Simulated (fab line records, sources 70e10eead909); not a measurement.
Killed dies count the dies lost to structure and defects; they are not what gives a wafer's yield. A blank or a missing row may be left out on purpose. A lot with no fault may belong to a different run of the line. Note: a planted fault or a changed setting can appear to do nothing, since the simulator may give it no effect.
The tool behind it: which one? / flow nand-harc / 14 lots with 42 wafers sampled at 6 steps, on a route of 1302 steps

== WHAT THE GAUGES READ, wafer by wafer ==
NHARC_A_CHANNEL_FILL_D1_INSPECT_13. Usual: raw-defect-count reads 317 (standard deviation 120).
lot=L434; measured=day 11 00:04; on=defect-inspect-02; raw-defect-count=255 338 226; flag=
lot=L439; measured=day 13 02:06; on=defect-inspect-02; raw-defect-count=247 350 439; flag=
lot=L435; measured=day 13 11:15; on=defect-inspect-01; raw-defect-count=324 382 301; flag=
lot=L441; measured=day 13 18:04; on=defect-inspect-01; raw-defect-count=331 435 250; flag=
lot=L440; measured=day 13 21:38; on=defect-inspect-01; raw-defect-count=766 363 592; flag=
lot=L442; measured=day 14 01:21; on=defect-inspect-01; raw-defect-count=296 231 498; flag=
lot=L443; measured=day 14 17:50; on=defect-inspect-01; raw-defect-count=313 259 418; flag=
lot=L444; measured=day 14 21:29; on=defect-inspect-01; raw-defect-count=227 373 497; flag=
lot=L445; measured=day 15 17:47; on=defect-inspect-01; raw-defect-count=417 223 174; flag=
lot=L447; measured=day 16 20:34; on=defect-inspect-02; raw-defect-count=743 463 276; flag=
lot=L448; measured=day 17 03:15; on=defect-inspect-02; raw-defect-count=348 344 386; flag=
lot=L450; measured=day 17 08:01; on=defect-inspect-01; raw-defect-count=173 153 144; flag=
lot=L449; measured=day 17 08:01; on=defect-inspect-02; raw-defect-count=748 295 272; flag=
lot=L453; measured=day 18 17:05; on=defect-inspect-02; raw-defect-count=187 172 157; flag=

NHARC_A_ONON_D2_THK_MEAS_18: measures by ellipsometry. Usual: thk-nm reads 1004 nm (standard deviation 13).
lot=L434; measured=day 12 22:13; on=film-metro-02; thk-nm (nm)=1017 1016 1016; flag=
lot=L439; measured=day 14 23:35; on=film-metro-01; thk-nm (nm)=990 991 988; flag=
lot=L435; measured=day 15 19:40; on=film-metro-02; thk-nm (nm)=1014 1012 1010; flag=
lot=L441; measured=day 15 19:41; on=film-metro-01; thk-nm (nm)=1005 1007 1006; flag=
lot=L440; measured=day 16 00:30; on=film-metro-02; thk-nm (nm)=992 995 993; flag=
lot=L442; measured=day 16 00:31; on=film-metro-01; thk-nm (nm)=1014 1016 1018; flag=
lot=L443; measured=day 16 14:37; on=film-metro-01; thk-nm (nm)=1001 1002 1000; flag=
lot=L444; measured=day 16 14:38; on=film-metro-01; thk-nm (nm)=1024 1024 1022; flag=
lot=L445; measured=day 17 16:42; on=film-metro-02; thk-nm (nm)=1000 1000 1001; flag=
lot=L447; measured=day 18 22:01; on=film-metro-02; thk-nm (nm)=1007 1008 1005; flag=
lot=L448; measured=day 19 02:15; on=film-metro-02; thk-nm (nm)=995 995 996; flag=
lot=L450; measured=day 19 02:14; on=film-metro-02; thk-nm (nm)=985 985 985; flag=
lot=L449; measured=day 19 02:15; on=film-metro-01; thk-nm (nm)=982 984 984; flag=
lot=L453; measured=day 20 15:09; on=film-metro-02; thk-nm (nm)=1016 1017 1016; flag=

NHARC_A_ONON_D2_THK_MEAS_24: measures by ellipsometry. Usual: thk-nm reads 1003 nm (standard deviation 11).
lot=L434; measured=day 12 23:22; on=film-metro-02; thk-nm (nm)=997 998 996; flag=
lot=L439; measured=day 15 00:43; on=film-metro-01; thk-nm (nm)=1004 1004 1006; flag=
lot=L435; measured=day 15 20:48; on=film-metro-02; thk-nm (nm)=1001 1001 1001; flag=
lot=L441; measured=day 15 20:49; on=film-metro-01; thk-nm (nm)=998 999 999; flag=
lot=L440; measured=day 16 01:38; on=film-metro-02; thk-nm (nm)=1020 1021 1020; flag=
lot=L442; measured=day 16 01:38; on=film-metro-01; thk-nm (nm)=996 997 999; flag=
lot=L443; measured=day 16 15:45; on=film-metro-01; thk-nm (nm)=1018 1016 1017; flag=
lot=L444; measured=day 16 15:45; on=film-metro-01; thk-nm (nm)=1009 1010 1010; flag=
lot=L445; measured=day 17 17:50; on=film-metro-01; thk-nm (nm)=989 991 989; flag=
lot=L447; measured=day 18 23:09; on=film-metro-02; thk-nm (nm)=1004 1007 1007; flag=
lot=L448; measured=day 19 03:23; on=film-metro-01; thk-nm (nm)=1021 1022 1020; flag=
lot=L450; measured=day 19 03:23; on=film-metro-01; thk-nm (nm)=637 636 636; flag=OFF
lot=L449; measured=day 19 03:23; on=film-metro-02; thk-nm (nm)=993 995 993; flag=
lot=L453; measured=day 20 16:17; on=film-metro-02; thk-nm (nm)=676 673 676; flag=OFF

NHARC_END_SORT_01. Usual: killed-at-array 55, standard deviation 22; killed-at-other 1.1, standard deviation 1.4; killed-at-periphery 4, standard deviation 3.2; killed-dies 59, standard deviation 22; killed-open 3.3, standard deviation 1.8; killed-short 2.5, standard deviation 1.5.
lot=L443; measured=day 28 12:52; on=prober-02; killed-at-array=81 54 67; killed-at-other=0 0 1; killed-at-periphery=0 5 5; killed-dies=81 59 73; killed-open=2 1 1; killed-short=3 0 4; flag=
lot=L450; measured=day 30 09:01; on=prober-02; killed-at-array=671 669 666; killed-at-other=0 1 0; killed-at-periphery=6 7 11; killed-dies=677 677 677; killed-open=4 2 3; killed-short=3 5 0; flag=OFF
lot=L453; measured=day 32 00:50; on=prober-02; killed-at-array=675 674 674; killed-at-other=0 0 1; killed-at-periphery=2 3 2; killed-dies=677 677 677; killed-open=4 3 3; killed-short=0 1 5; flag=OFF

== WHICH TOOL RAN EACH LOT (tool, then ch and the chambers of the sampled wafers, then the start) ==
lot=L434; NHARC_A_ONON_D2_DEP_22=pecvd-onon-02 ch 0, day 12 22:54; NHARC_A_CHANNEL_HOLE_D2_DEP_01=pecvd-03 ch 0,1,2, day 13 03:02
lot=L439; NHARC_A_ONON_D2_DEP_22=pecvd-onon-04 ch 0, day 15 00:20; NHARC_A_CHANNEL_HOLE_D2_DEP_01=pecvd-03 ch 1,2, day 15 04:27
lot=L435; NHARC_A_ONON_D2_DEP_22=pecvd-onon-01 ch 0, day 15 20:18; NHARC_A_CHANNEL_HOLE_D2_DEP_01=pecvd-01 ch 1, day 16 00:29
lot=L441; NHARC_A_ONON_D2_DEP_22=pecvd-onon-04 ch 0, day 15 20:22; NHARC_A_CHANNEL_HOLE_D2_DEP_01=pecvd-03 ch 0,2, day 16 00:46
lot=L440; NHARC_A_ONON_D2_DEP_22=pecvd-onon-01 ch 0, day 16 01:07; NHARC_A_CHANNEL_HOLE_D2_DEP_01=pecvd-03 ch 0,1,2, day 16 05:20
lot=L442; NHARC_A_ONON_D2_DEP_22=pecvd-onon-04 ch 0, day 16 01:08; NHARC_A_CHANNEL_HOLE_D2_DEP_01=pecvd-01 ch 1,2, day 16 05:37
lot=L443; NHARC_A_ONON_D2_DEP_22=pecvd-onon-04 ch 0, day 16 15:14; NHARC_A_CHANNEL_HOLE_D2_DEP_01=pecvd-03 ch 0,1,2, day 16 19:30
lot=L444; NHARC_A_ONON_D2_DEP_22=pecvd-onon-01 ch 0, day 16 15:15; NHARC_A_CHANNEL_HOLE_D2_DEP_01=pecvd-04 ch 1,2, day 16 21:19
lot=L445; NHARC_A_ONON_D2_DEP_22=pecvd-onon-01 ch 0, day 17 17:20; NHARC_A_CHANNEL_HOLE_D2_DEP_01=pecvd-03 ch 0,2, day 17 21:47
lot=L447; NHARC_A_ONON_D2_DEP_22=pecvd-onon-01 ch 0, day 18 22:38; NHARC_A_CHANNEL_HOLE_D2_DEP_01=pecvd-01 ch 0,2, day 19 04:55
lot=L448; NHARC_A_ONON_D2_DEP_22=pecvd-onon-04 ch 0, day 19 02:53; NHARC_A_CHANNEL_HOLE_D2_DEP_01=pecvd-01 ch 0,1, day 19 11:23
lot=L450; NHARC_A_ONON_D2_DEP_22=pecvd-onon-01 ch 0, day 19 02:52; NHARC_A_CHANNEL_HOLE_D2_DEP_01=-
lot=L449; NHARC_A_ONON_D2_DEP_22=pecvd-onon-02 ch 0, day 19 02:52; NHARC_A_CHANNEL_HOLE_D2_DEP_01=pecvd-01 ch 0,2, day 19 10:27
lot=L453; NHARC_A_ONON_D2_DEP_22=pecvd-onon-01 ch 0, day 20 15:53; NHARC_A_CHANNEL_HOLE_D2_DEP_01=-
- NHARC_A_ONON_D2_DEP_22: target thk 1000 nm.
- NHARC_A_CHANNEL_HOLE_D2_DEP_01: deposits SiON, target thk 140 nm.

== AS READ BY THE TOOLS THEMSELVES (means over the sampled wafers that have a number; for cases with no such wafer, the mark the record gives instead) ==
NHARC_A_CHANNEL_HOLE_D2_DEP_01. Usual: heater-power-w 721 W, standard deviation 95; showerhead-vpp-V 1116 V, standard deviation 52.
lot=L434; tool=pecvd-03; heater-power-w (W)=683; showerhead-vpp-V (V)=1113; flag=
lot=L439; tool=pecvd-03; heater-power-w (W)=689; showerhead-vpp-V (V)=1121; flag=
lot=L435; tool=pecvd-01; heater-power-w (W)=751; showerhead-vpp-V (V)=1052; flag=
lot=L441; tool=pecvd-03; heater-power-w (W)=691; showerhead-vpp-V (V)=1091; flag=
lot=L440; tool=pecvd-03; heater-power-w (W)=728; showerhead-vpp-V (V)=1125; flag=
lot=L442; tool=pecvd-01; heater-power-w (W)=700; showerhead-vpp-V (V)=1072; flag=
lot=L443; tool=pecvd-03; heater-power-w (W)=731; showerhead-vpp-V (V)=1135; flag=
lot=L444; tool=pecvd-04; heater-power-w (W)=684; showerhead-vpp-V (V)=1181; flag=
lot=L445; tool=pecvd-03; heater-power-w (W)=656; showerhead-vpp-V (V)=1083; flag=
lot=L447; tool=pecvd-01; heater-power-w (W)=856; showerhead-vpp-V (V)=1088; flag=
lot=L448; tool=pecvd-01; heater-power-w (W)=976; showerhead-vpp-V (V)=1080; flag=
lot=L449; tool=pecvd-01; heater-power-w (W)=829; showerhead-vpp-V (V)=1084; flag=

== THE ANSWER, worked out from the rows above alone ==
Rule: a lot counts as off when the mean over its wafers that have a number is more than 3 standard deviations away from the usual mean. A lot without any number at a reading at which 4 lots or more have one is off too. The other lots that the step has rows for count as sound. Order of review: gauges by route order, followed by the tools' own readings, for which a lot's mean as printed above is used. At the first step where some lot is off, the reading lying furthest off is the one used; lots without a number count as furthest.
Off at NHARC_A_ONON_D2_THK_MEAS_24 (thk-nm): L450, L453.
If a tool, at a process step before that reading, ran all the lots that are off and no sound lot after the first of them, it fits. The gauges at NHARC_A_ONON_D2_THK_MEAS_24 aren't tried: what is off there is off at NHARC_END_SORT_01 too, on other tools, and a gauge's error can't cause that. One candidate fits, namely pecvd-onon-01 at NHARC_A_ONON_D2_DEP_22. Its last sound lot is L447 (day 18 22:38), its first lot that is off L450 (day 19 02:52): a fault that began between those two fits.

== WHAT HAD BEEN PUT IN BY THE SIMULATOR ==
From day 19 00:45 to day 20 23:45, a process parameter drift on pecvd-onon-01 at NHARC_A_ONON_D2_DEP_22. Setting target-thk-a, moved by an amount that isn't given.
Struck lots among those shown: L450, L453. The rule above found the same.
